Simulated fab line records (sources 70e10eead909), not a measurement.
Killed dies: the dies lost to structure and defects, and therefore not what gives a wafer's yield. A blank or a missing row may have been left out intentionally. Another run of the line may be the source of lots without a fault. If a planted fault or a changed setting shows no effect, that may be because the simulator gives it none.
The tool behind it: which one?	flow nand_harc	Sampling: 24 lots, 72 wafers, 6 of 1159 route steps

== WHAT THE GAUGES SHOWED, per wafer ==
NHARC_P_M1_INSPECT_11. Usual: raw_defect_count at 4.1, with a standard deviation of 2.6.
lot	measured	on	raw_defect_count	flag
L074	day 5 14:56	defect_inspect-01	4 6 4	
L075	day 6 13:37	defect_inspect-02	2 4 3	
L076	day 6 13:59	defect_inspect-01	7 7 7	
L077	day 7 00:13	defect_inspect-02	5 6 11	
L079	day 7 04:41	defect_inspect-01	2 6 2	
L078	day 7 04:14	defect_inspect-02	2 3 4	
L080	day 7 09:38	defect_inspect-01	2 2 4	
L081	day 7 18:38	defect_inspect-01	10 3 2	
L082	day 7 19:34	defect_inspect-01	3 4 8	
L083	day 8 05:05	defect_inspect-02	4 4 3	
L084	day 8 09:46	defect_inspect-02	11 5 6	
L087	day 9 02:03	defect_inspect-01	5 8 2	
L086	day 9 02:57	defect_inspect-01	6 1 4	
L085	day 9 03:11	defect_inspect-02	1 0 2	
L089	day 9 19:26	defect_inspect-02	5 5 3	
L088	day 9 20:59	defect_inspect-02	2 3 3	
L091	day 9 21:29	defect_inspect-02	1 2 4	
L090	day 10 02:22	defect_inspect-01	5 2 2	
L092	day 10 08:40	defect_inspect-01	4 1 3	
L094	day 11 03:07	defect_inspect-01	6 5 4	
L093	day 11 03:18	defect_inspect-01	5 4 6	
L095	day 11 05:20	defect_inspect-01	3 1 1	
L096	day 11 09:37	defect_inspect-02	2 4 2	
L097	day 11 10:09	defect_inspect-01	10 5 7	

NHARC_P_M2_CD_MEAS_09 targets a cd of 170 nm. Usual: cd_nm at 169.7 nm, with a standard deviation of 0.63.
lot	measured	on	cd_nm (nm)	flag
L074	day 5 18:55	cd_sem-02	170.1 169.7 169.2	
L075	day 6 17:38	cd_sem-02	168.8 168.8 168.3	
L076	day 6 17:52	cd_sem-02	168.9 170.7 168.7	
L077	day 7 04:23	cd_sem-03	169.7 170.2 169.2	
L079	day 7 08:46	cd_sem-02	170.0 170.6 170.9	
L078	day 7 08:16	cd_sem-02	170.8 169.5 169.9	
L080	day 7 13:33	cd_sem-01	170.3 168.7 169.5	
L081	day 7 22:45	cd_sem-03	169.5 169.2 169.5	
L082	day 7 23:49	cd_sem-01	169.2 168.6 169.0	
L083	day 8 09:00	cd_sem-01	169.8 169.3 169.8	
L084	day 8 13:48	cd_sem-02	169.2 170.0 170.1	
L087	day 9 06:17	cd_sem-02	169.2 170.4 170.2	
L086	day 9 07:02	cd_sem-02	169.3 168.5 168.9	
L085	day 9 07:23	cd_sem-03	170.0 170.2 170.5	
L089	day 9 23:31	cd_sem-02	169.7 169.8 170.4	
L088	day 10 01:01	cd_sem-01	169.3 168.8 168.9	
L091	day 10 01:25	cd_sem-03	168.5 169.1 169.3	
L090	day 10 06:43	cd_sem-01	169.7 169.1 169.7	
L092	day 10 12:38	cd_sem-01	169.7 169.1 170.3	
L094	day 11 07:36	cd_sem-02	169.2 170.0 168.5	
L093	day 11 07:46	cd_sem-01	169.7 168.9 170.9	
L095	day 11 09:41	cd_sem-02	170.0 170.0 170.7	
L096	day 11 13:33	cd_sem-02	170.5 169.2 169.2	
L097	day 11 14:11	cd_sem-02	170.0 170.7 169.4	

== WHICH TOOL RAN EACH LOT (tool, then ch and the chambers of the sampled wafers, then the start) ==
lot	NHARC_P_CONTACT_STRIP_28	NHARC_P_M1_ETCH_15	NHARC_P_M1_ETCH_28	NHARC_P_M1_CMP_23
L074	rie_diel-02 ch 0,2, day 5 07:47	rie_diel-12 ch 1,2,3, day 5 17:10 or earlier	rie_diel-10 ch 2,3, day 5 17:10 or earlier	cmp-02 ch 2,3, day 5 17:10
L075	rie_diel-06 ch 2,3, day 5 23:19	rie_diel-10 ch 0,1,3, day 6 15:50 or earlier	rie_diel-12 ch 1,3, day 6 15:50 or earlier	cmp-02 ch 0,1,3, day 6 15:50
L076	rie_diel-02 ch 0,1,3, day 5 23:34	rie_diel-10 ch 1,3, day 6 16:12 or earlier	rie_diel-10 ch 1,2,3, day 6 16:12 or earlier	cmp-04 ch 0,1,2, day 6 16:12
L077	rie_diel-02 ch 0,2,3, day 6 11:41	rie_diel-12 ch 0,1,2, day 7 02:35 or earlier	rie_diel-10 ch 0,2,3, day 7 02:35 or earlier	cmp-03 ch 0,1,3, day 7 02:35
L079	rie_diel-04 ch 0,1,2, day 6 13:54	rie_diel-12 ch 0,2,3, day 7 06:54 or earlier	rie_diel-10 ch 0,2,3, day 7 06:54 or earlier	cmp-03 ch 0,1, day 7 06:54
L078	rie_diel-04 ch 0,1,3, day 6 14:28	rie_diel-12 ch 0,3, day 7 06:30 or earlier	rie_diel-10 ch 0,1, day 7 06:30 or earlier	cmp-02 ch 0,1,3, day 7 06:30
L080	rie_diel-04 ch 1,2,3, day 7 02:26	rie_diel-10 ch 1,2,3, day 7 11:50 or earlier	rie_diel-05 ch 0,1,3, day 7 11:50 or earlier	cmp-03 ch 0,1,2, day 7 11:50
L081	rie_diel-04 ch 1,3, day 7 10:25	rie_diel-05 ch 1,2,3, day 7 20:55 or earlier	rie_diel-10 ch 0,3, day 7 20:55 or earlier	cmp-02 ch 1,2,3, day 7 20:55
L082	rie_diel-04 ch 2,3, day 7 11:55	rie_diel-12 ch 0,3, day 7 21:47 or earlier	rie_diel-12 ch 0,1,2, day 7 21:47 or earlier	cmp-04 ch 1,2, day 7 21:47
L083	rie_diel-02 ch 0,2,3, day 7 21:59	rie_diel-12 ch 2,3, day 8 07:17 or earlier	rie_diel-10 ch 1,2, day 8 07:17 or earlier	cmp-03 ch 0,1, day 8 07:17
L084	rie_diel-04 ch 2,3, day 8 02:17	rie_diel-12 ch 0,2, day 8 11:55 or earlier	rie_diel-05 ch 1,2, day 8 11:55 or earlier	cmp-03 ch 0,2,3, day 8 11:55
L087	rie_diel-06 ch 0,1, day 8 18:46	rie_diel-12 ch 0,3, day 9 04:17 or earlier	rie_diel-10 ch 0,3, day 9 04:17 or earlier	cmp-04 ch 0,2,3, day 9 04:17
L086	rie_diel-02 ch 0,1, day 8 19:18	rie_diel-05 ch 1,2,3, day 9 05:08 or earlier	rie_diel-05 ch 1,2, day 9 05:08 or earlier	cmp-03 ch 0,3, day 9 05:08
L085	rie_diel-02 ch 0,3, day 8 19:36	rie_diel-10 ch 2,3, day 9 05:33 or earlier	rie_diel-10 ch 0,1,2, day 9 05:33 or earlier	cmp-02 ch 0,2, day 9 05:33
L089	rie_diel-04 ch 0,1,2, day 9 06:12	rie_diel-12 ch 1,2,3, day 9 21:40 or earlier	rie_diel-05 ch 1,2, day 9 21:40 or earlier	cmp-04 ch 0,2,3, day 9 21:40
L088	rie_diel-04 ch 0,3, day 9 08:27	rie_diel-05 ch 0,1,3, day 9 23:11 or earlier	rie_diel-10 ch 1,2, day 9 23:11 or earlier	cmp-02 ch 1,3, day 9 23:11
L091	rie_diel-02 ch 1,2, day 9 12:29	rie_diel-05 ch 0,2,3, day 9 23:40 or earlier	rie_diel-12 ch 0,2,3, day 9 23:40 or earlier	cmp-04 ch 0,3, day 9 23:40
L090	rie_diel-02 ch 0,2, day 9 14:03	rie_diel-10 ch 0,1,2, day 10 04:49 or earlier	rie_diel-05 ch 0,1,3, day 10 04:49 or earlier	cmp-03 ch 0,1,3, day 10 04:49
L092	rie_diel-04 ch 0,1,2, day 10 01:25	rie_diel-12 ch 0,2,3, day 10 10:53 or earlier	rie_diel-12 ch 2,3, day 10 10:53 or earlier	cmp-04 ch 1,2,3, day 10 10:53
L094	rie_diel-04 ch 0,1,3, day 10 17:06	rie_diel-12 ch 0,1,2, day 11 05:29 or earlier	rie_diel-10 ch 0,2,3, day 11 05:29 or earlier	cmp-02 ch 0,1,3, day 11 05:29
L093	rie_diel-04 ch 0,1,2, day 10 18:24	rie_diel-05 ch 0,2,3, day 11 05:33 or earlier	rie_diel-12 ch 1,2,3, day 11 05:33 or earlier	cmp-04 ch 0,1,3, day 11 05:33
L095	rie_diel-04 ch 0,2, day 10 21:37	rie_diel-05 ch 1,2, day 11 07:58 or earlier	rie_diel-12 ch 0,2,3, day 11 07:58 or earlier	cmp-03 ch 0,1,2, day 11 07:58
L096	rie_diel-04 ch 0,1, day 11 02:13	rie_diel-10 ch 0,1,3, day 11 11:47 or earlier	rie_diel-12 ch 0,1,2, day 11 11:47 or earlier	cmp-04 ch 0,2,3, day 11 11:47
L097	rie_diel-04 ch 1,2,3, day 11 02:44	rie_diel-10 ch 0,1,3, day 11 12:20 or earlier	rie_diel-05 ch 0,1,3, day 11 12:20 or earlier	cmp-02 ch 1,2, day 11 12:20
- NHARC_P_CONTACT_STRIP_28: strips in O2.
- NHARC_P_M1_ETCH_15: etches the open film in C4F8/Ar, target depth 182.5 nm, time 91.2 s.
- NHARC_P_M1_ETCH_28: etches the open film in CF4/N2, target depth 30 nm, time 72.99 s.
- NHARC_P_M1_CMP_23: polishes, t overpolish 20 s, target thk 157.82 nm.

== WHAT THE TOOLS THEMSELVES READ (means of the sampled wafers that have a number; where no wafer has one, the mark that the record gives instead) ==
NHARC_P_CONTACT_STRIP_28. Usual: drypump_motor_current_A 5.5 A, standard deviation 0.44; oes_product_au 0.992 a.u., standard deviation 0.011; rf_vpp_V 58.0 V, standard deviation 0.83; showerhead_plenum_p_Torr 3.59 Torr, standard deviation 0.098; throttle_valve_pct 17.038 %, standard deviation 0.011.
lot	tool	drypump_motor_current_A (A)	oes_product_au (a.u.)	rf_vpp_V (V)	showerhead_plenum_p_Torr (Torr)	throttle_valve_pct (%)	flag
L074	rie_diel-02	6.1	1.005	57.8	3.54	17.043	
L075	rie_diel-06	5.1	0.993	58.6	3.72	17.041	
L076	rie_diel-02	5.5	1.008	57.6	3.59	17.036	
L077	rie_diel-02	5.9	1.010	58.0	3.59	17.039	
L079	rie_diel-04	5.4	0.996	58.0	3.57	17.042	
L078	rie_diel-04	5.5	0.994	58.3	3.57	17.036	
L080	rie_diel-04	5.2	0.998	58.7	3.58	17.040	
L081	rie_diel-04	5.3	0.986	57.1	3.58	17.037	
L082	rie_diel-04	5.2	0.993	57.8	3.63	17.039	
L083	rie_diel-02	5.9	0.994	58.2	3.59	17.040	
L084	rie_diel-04	5.0	0.987	57.3	3.63	17.035	
L087	rie_diel-06	5.6	0.996	57.7	3.51	17.036	
L086	rie_diel-02	5.3	0.997	57.9	3.54	17.038	
L085	rie_diel-02	5.8	1.000	57.3	3.51	17.036	
L089	rie_diel-04	5.3	0.983	58.5	3.57	17.029	
L088	rie_diel-04	5.8	0.988	57.2	3.62	17.020	
L091	rie_diel-02	5.9	0.982	58.1	3.61	17.030	
L090	rie_diel-02	6.0	1.003	57.8	3.46	17.036	
L092	rie_diel-04	5.4	0.985	57.9	3.56	17.040	
L094	rie_diel-04	5.5	0.985	58.4	3.56	17.032	
L093	rie_diel-04	5.4	0.980	57.6	3.56	17.044	
L095	rie_diel-04	5.7	0.982	59.2	3.61	17.039	
L096	rie_diel-04	5.7	0.981	56.8	3.55	17.029	
L097	rie_diel-04	5.1	0.989	57.8	3.57	17.040	

NHARC_P_M1_ETCH_15. Usual: oes_product_au 0.955 a.u., standard deviation 0.019; rf_vpp_V 442.2 V, standard deviation 2.6.
lot	tool	oes_product_au (a.u.)	rf_vpp_V (V)	flag
L074	rie_diel-12	0.951	442.9	
L075	rie_diel-10	0.923	441.2	
L076	rie_diel-10	0.920	441.4	
L077	rie_diel-12	0.971	443.5	
L079	rie_diel-12	0.960	443.0	
L078	rie_diel-12	0.939	442.7	
L080	rie_diel-10	0.919	440.9	
L081	rie_diel-05	0.973	441.9	
L082	rie_diel-12	0.917	442.9	
L083	rie_diel-12	0.947	443.3	
L084	rie_diel-12	0.952	444.9	
L087	rie_diel-12	0.946	443.6	
L086	rie_diel-05	0.973	440.3	
L085	rie_diel-10	0.966	440.1	
L089	rie_diel-12	0.952	443.4	
L088	rie_diel-05	0.959	443.3	
L091	rie_diel-05	0.969	441.7	
L090	rie_diel-10	0.961	438.3	
L092	rie_diel-12	0.951	444.0	
L094	rie_diel-12	0.951	444.4	
L093	rie_diel-05	0.961	441.2	
L095	rie_diel-05	0.976	442.0	
L096	rie_diel-10	0.962	440.2	
L097	rie_diel-10	0.966	440.6	

NHARC_P_M1_ETCH_28. Usual: cf4_flow_sccm 50.01 sccm, standard deviation 0.14; drypump_motor_current_A 5.6 A, standard deviation 0.45; oes_product_au 0.996 a.u., standard deviation 0.012; rf_vpp_V 315.0 V, standard deviation 2; showerhead_plenum_p_Torr 2.67 Torr, standard deviation 0.11; throttle_valve_pct 19.795 %, standard deviation 0.0085.
lot	tool	cf4_flow_sccm (sccm)	drypump_motor_current_A (A)	oes_product_au (a.u.)	rf_vpp_V (V)	showerhead_plenum_p_Torr (Torr)	throttle_valve_pct (%)	flag
L074	rie_diel-10	49.99	5.1	0.993	314.9	2.71	19.799	
L075	rie_diel-12	49.89	5.9	0.988	317.3	2.76	19.799	
L076	rie_diel-10	50.02	5.3	0.987	315.0	2.63	19.791	
L077	rie_diel-10	49.95	5.4	0.996	314.1	2.62	19.788	
L079	rie_diel-10	50.03	5.4	1.005	314.3	2.62	19.791	
L078	rie_diel-10	50.08	5.8	0.996	312.7	2.54	19.792	
L080	rie_diel-05	49.99	6.0	0.995	316.3	2.73	19.793	
L081	rie_diel-10	50.10	5.5	1.010	314.4	2.63	19.796	
L082	rie_diel-12	50.14	5.6	0.990	317.3	2.76	19.789	
L083	rie_diel-10	50.16	5.6	0.981	313.5	2.54	19.800	
L084	rie_diel-05	50.04	6.2	1.009	316.1	2.72	19.792	
L087	rie_diel-10	50.10	5.5	1.003	314.3	2.63	19.800	
L086	rie_diel-05	49.96	6.2	1.009	315.9	2.72	19.789	
L085	rie_diel-10	49.87	5.6	0.997	313.0	2.54	19.791	
L089	rie_diel-05	49.98	6.2	1.009	316.0	2.72	19.799	
L088	rie_diel-10	50.04	5.6	0.988	313.0	2.54	19.793	
L091	rie_diel-12	50.03	5.3	0.990	315.8	2.74	19.792	
L090	rie_diel-05	50.02	6.0	1.003	316.2	2.72	19.788	
L092	rie_diel-12	49.89	5.2	0.990	315.5	2.70	19.790	
L094	rie_diel-10	50.02	5.4	0.995	313.4	2.62	19.791	
L093	rie_diel-12	49.96	5.6	0.988	315.8	2.73	19.796	
L095	rie_diel-12	49.95	5.3	0.990	316.3	2.74	19.792	
L096	rie_diel-12	50.02	5.6	0.999	315.9	2.76	19.792	
L097	rie_diel-05	50.09	6.0	1.002	315.8	2.72	19.792	

NHARC_P_M1_CMP_23. Usual: motor_current_A 12.3 A, standard deviation 0.69; pad_life_wafers 258, standard deviation 190; time_to_endpoint_s 30 s, standard deviation 3.6.
lot	tool	motor_current_A (A)	pad_life_wafers	time_to_endpoint_s (s)	flag
L074	cmp-02	12.7	500	31	
L075	cmp-02	12.1	14	28	
L076	cmp-04	12.3	128	29	
L077	cmp-03	12.0	554	27	
L079	cmp-03	12.4	570	31	
L078	cmp-02	12.4	99	30	
L080	cmp-03	12.2	602	32	
L081	cmp-02	12.5	194	29	
L082	cmp-04	11.9	336	32	
L083	cmp-03	11.7	61	31	
L084	cmp-03	12.3	74	30	
L087	cmp-04	11.7	488	26	
L086	cmp-03	12.8	180	30	
L085	cmp-02	12.0	373	26	
L089	cmp-04	12.3	20	29	
L088	cmp-02	12.7	464	28	
L091	cmp-04	12.3	24	32	
L090	cmp-03	12.5	283	30	
L092	cmp-04	11.7	110	34	
L094	cmp-02	12.1	117	28	
L093	cmp-04	12.4	188	25	
L095	cmp-03	12.2	440	33	
L096	cmp-04	12.2	218	25	
L097	cmp-02	12.9	156	34	

== THE ANSWER, worked out from the rows above alone ==
Rule: a lot is off if the mean of its wafers that have a number lies more than 3 standard deviations from the usual mean. A lot without any number at a reading at which 4 lots or more have one is off too. Any other lot the step has rows for is counted as sound. The gauges are gone through in route order, then the tools' own readings, and for those a lot's mean is taken as printed above. At the first step where some lot is off, the reading lying furthest off is the one used; lots without a number count as furthest.
Nothing can be told from this: no lot is off at any reading shown.

== WHAT WAS PUT IN BY THE SIMULATOR ==
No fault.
